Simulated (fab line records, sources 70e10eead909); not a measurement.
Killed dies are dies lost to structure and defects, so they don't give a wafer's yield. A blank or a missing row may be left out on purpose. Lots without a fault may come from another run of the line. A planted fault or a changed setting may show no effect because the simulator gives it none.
fab line records | flow nand_harc
record lots=7 wafers=18 last_day=24
route steps=1159 shown A_ONON_D1@426
lots that met no fault: from a run of the same line without faults
start_h: hours from the record's first day to the start of the lot's first wafer shown | wait_h: hours since the lot's step before | " the same as in the row above | L1.1+2: a row that stands for several wafers | - no value, or no start given | * or withheld: withheld | < > ~ a bound
route shown NAME@n: a module of which the file shows steps, and the number in the route of the first | usual: mean/standard deviation of fault-free wafers | same: alike in all rows | chamber/n: place in a boat | sites: the reading at each site | _std_site: their standard deviation | _edge_site: outer sites' mean less inner sites' | radius_mm: how far each site lies from the wafer's centre | mask NAME#n: copy n | behind: the tool/chamber that last shaped the wafer | hold: why the lot was held/for how many hours/how that ended | device: the transistor (n, p or np) that didn't switch | end of line: the same wafers' tests at the end of the route | a step without rows: its recipe alone | killed: dies lost to structure and defects at the first sort, not the wafer's yield | map: a wafer's dies, x killed, . not, _ none there
set.NAME: the setting as run; set.NAME@STEP: as run at that earlier step | model.NAME: the simulator's own value behind a step, which no gauge read
lots at some steps of the route; a table a step, a row a wafer
services: from which hour (start_h, from the record's first day; less than 0 if before it) a tool's chamber was out of use, for how many hours, and why
## steps
# step NHARC_A_ONON_D1_DEP_03
# recipe target_thk_a=10000 n2_flow_sccm=2750 n2o_flow_sccm=2000 nh3_flow_sccm=500 sih4_flow_sccm=210 temp_c=400
# step NHARC_A_ONON_D1_THK_MEAS_05
# recipe thk_meas_gauge=ellipsometry
# usual thk_nm=1002/7.7
# columns lot.wafer tool chamber start_h wait_h thk_nm
L471.1 film_metro-02 - 190.49 - 998
L471.3 " - " " 996
L472.1 film_metro-02 - 200.00 - 1001
L472.4 " - " " 1000
L475.2 film_metro-01 - 216.23 - 995
L475.3 " - " " 997
L481.2 film_metro-02 - 254.69 - 1005
L481.4 " - " " 1007
L481.6 " - " " 1004
L486.1 film_metro-02 - 284.11 - 1011
L486.2 " - " " 1009
L486.3 " - " " 1009
L487.3 film_metro-02 - 284.60 - 999
L487.4 " - " " 999
L487.6 " - " " 1000
L488.3 film_metro-01 - 293.23 - 988
L488.4 " - " " 989
L488.6 " - " " 988
# step NHARC_A_ONON_D1_DEP_06
# recipe target_thk_a=10000 n2_flow_sccm=2750 n2o_flow_sccm=2000 nh3_flow_sccm=500 sih4_flow_sccm=210 temp_c=400
# step NHARC_A_ONON_D1_THK_MEAS_08
# recipe thk_meas_gauge=ellipsometry
# usual thk_nm=1003/8.9
# columns lot.wafer tool chamber start_h wait_h thk_nm
L471.1 film_metro-02 - 191.06 - 989
L471.3 " - " " 992
L472.1 film_metro-02 - 200.57 - 1015
L472.4 " - " " 1014
L475.2 film_metro-01 - 216.80 - 1005
L475.3 " - " " 1006
L481.2 film_metro-02 - 255.26 - 1000
L481.4 " - " " 999
L481.6 " - " " 999
L486.1 film_metro-01 - 284.68 - 989
L486.2 " - " " 990
L486.3 " - " " 989
L487.3 film_metro-02 - 285.17 - 995
L487.4 " - " " 994
L487.6 " - " " 995
L488.3 film_metro-02 - 293.80 - 1018
L488.4 " - " " 1019
L488.6 " - " " 1018
# step NHARC_A_ONON_D1_DEP_09
# recipe target_thk_a=10000 n2_flow_sccm=2750 n2o_flow_sccm=2000 nh3_flow_sccm=500 sih4_flow_sccm=210 temp_c=400
# step NHARC_A_ONON_D1_THK_MEAS_11
# recipe thk_meas_gauge=ellipsometry
# usual thk_nm=1001/11
# columns lot.wafer tool chamber start_h wait_h thk_nm
L471.1 film_metro-01 - 191.63 - 995
L471.3 " - " " 996
L472.1 film_metro-02 - 201.13 - 1010
L472.4 " - " " 1009
L475.2 film_metro-01 - 217.37 - 1004
L475.3 " - " " 1001
L481.2 film_metro-02 - 255.83 - 997
L481.4 " - " " 995
L481.6 " - " " 998
L486.1 film_metro-02 - 285.25 - 1003
L486.2 " - " " 1004
L486.3 " - " " 1002
L487.3 film_metro-02 - 285.74 - 989
L487.4 " - " " 990
L487.6 " - " " 993
L488.3 film_metro-01 - 294.36 - 1009
L488.4 " - " " 1006
L488.6 " - " " 1008
# step NHARC_A_ONON_D1_DEP_12
# recipe target_thk_a=10000 n2_flow_sccm=2750 n2o_flow_sccm=2000 nh3_flow_sccm=500 sih4_flow_sccm=210 temp_c=400
# step NHARC_A_ONON_D1_THK_MEAS_14
# recipe thk_meas_gauge=ellipsometry
# usual thk_nm=1001/10
# columns lot.wafer tool chamber start_h wait_h thk_nm
L471.1 film_metro-02 - 192.19 - 1013
L471.3 " - " " 1014
L472.1 film_metro-01 - 201.70 - 1007
L472.4 " - " " 1010
L475.2 film_metro-02 - 217.93 - 1004
L475.3 " - " " 1005
L481.2 film_metro-01 - 256.40 - 990
L481.4 " - " " 992
L481.6 " - " " 994
L486.1 film_metro-01 - 285.82 - 996
L486.2 " - " " 995
L486.3 " - " " 994
L487.3 film_metro-01 - 286.31 - 1006
L487.4 " - " " 1006
L487.6 " - " " 1005
L488.3 film_metro-02 - 294.92 - 988
L488.4 " - " " 989
L488.6 " - " " 989
# step NHARC_A_ONON_D1_ANNEAL_15
# recipe temp_c=750 time_s=3600
# step NHARC_A_ONON_D1_DEP_16
# recipe target_thk_a=10000 n2_flow_sccm=2750 n2o_flow_sccm=2000 nh3_flow_sccm=500 sih4_flow_sccm=210 temp_c=400
# step NHARC_A_ONON_D1_THK_MEAS_18
# recipe thk_meas_gauge=ellipsometry
# usual thk_nm=1000/9.1
# columns lot.wafer tool chamber start_h wait_h thk_nm
L471.1 film_metro-02 - 199.23 - 1008
L471.3 " - " " 1008
L472.1 film_metro-02 - 208.78 - 1004
L472.4 " - " " 1004
L475.2 film_metro-02 - 225.13 - 995
L475.3 " - " " 994
L481.2 film_metro-01 - 263.76 - 992
L481.4 " - " " 991
L481.6 " - " " 992
L486.1 film_metro-01 - 292.92 - 997
L486.2 " - " " 997
L486.3 " - " " 997
L487.3 film_metro-02 - 292.95 - 1007
L487.4 " - " " 1008
L487.6 " - " " 1008
L488.3 film_metro-02 - 302.09 - 1025
L488.4 " - " " 1026
L488.6 " - " " 1024
# step NHARC_A_ONON_D1_DEP_19
# recipe target_thk_a=10000 n2_flow_sccm=2750 n2o_flow_sccm=2000 nh3_flow_sccm=500 sih4_flow_sccm=210 temp_c=400
# usual nh3_flow_sccm=499.8/1.6
# columns lot.wafer tool chamber start_h wait_h nh3_flow_sccm
L471.1 pecvd_onon-04 0 199.28 0.1 498.6
L471.3 " 0 " " 502.5
L472.1 pecvd_onon-04 0 208.84 0.1 499.2
L472.4 " 0 " " 497.0
L475.2 pecvd_onon-04 0 225.24 0.1 498.5
L475.3 " 0 " " 499.3
L481.2 pecvd_onon-02 0 263.87 0.1 500.9
L481.4 " 0 " " 500.3
L481.6 " 0 " " 500.1
L486.1 pecvd_onon-04 0 292.97 0.1 500.4
L486.2 " 0 " " 500.8
L486.3 " 0 " " 499.6
L487.3 pecvd_onon-02 0 293.12 0.2 503.5
L487.4 " 0 " " 503.8
L487.6 " 0 " " 502.6
L488.3 pecvd_onon-04 0 302.26 0.2 499.9
L488.4 " 0 " " 499.8
L488.6 " 0 " " 499.0
# step NHARC_A_ONON_D1_THK_MEAS_21
# recipe thk_meas_gauge=ellipsometry
# usual thk_nm=997/10
# columns lot.wafer tool chamber start_h wait_h thk_nm
L471.1 film_metro-01 - 199.79 - 1502
L471.3 " - " " 1003
L472.1 film_metro-02 - 209.34 - 1509
L472.4 " - " " 1008
L475.2 film_metro-02 - 225.69 - 1506
L475.3 " - " " 1005
L481.2 film_metro-01 - 264.32 - 1002
L481.4 " - " " 1004
L481.6 " - " " 1004
L486.1 film_metro-02 - 293.49 - 997
L486.2 " - " " 998
L486.3 " - " " 996
L487.3 film_metro-01 - 293.54 - 1001
L487.4 " - " " 1002
L487.6 " - " " 1000
L488.3 film_metro-02 - 302.65 - 991
L488.4 " - " " 991
L488.6 " - " " 990
# step NHARC_A_ONON_D1_DEP_22
# recipe target_thk_a=10000 n2_flow_sccm=2750 n2o_flow_sccm=2000 nh3_flow_sccm=500 sih4_flow_sccm=210 temp_c=400
## services
# columns tool chamber start_h hours kind
pecvd_onon-04 - 237.21 13.0 pm
pecvd_onon-02 - 302.34 13.0 pm
## key
first_sign step=NHARC_A_ONON_D1_THK_MEAS_21 reading=thk_nm direction=up sigmas=49 usual=997 struck=1505
effect none on later readings
met_at NHARC_A_ONON_D1_DEP_19
struck_wafers L471.1,L472.1,L475.2
sort_left_out L471.1,L472.1,L475.2
tester_left_out L471,L472,L475
fault kind=process_parameter_drift tool=pecvd_onon-04 chamber=- onset_h=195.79 steps=NHARC_A_ONON_D1_DEP_19 channel=target_thk_a offset=* shape=step end_h=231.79 scope=struck_wafers_only acts_in=* stated=*
# tester_left_out: of these lots the tester's yield and bins aren't shown, on N5 and GAA mostly nor the transistor test; their killed dies are dies lost to structure and defects alone, not to doping, threshold or leakage, so they don't give the yield
# sort_left_out: the simulated sort isn't trusted on such a fault, so these wafers' sort isn't shown, and their yield isn't known
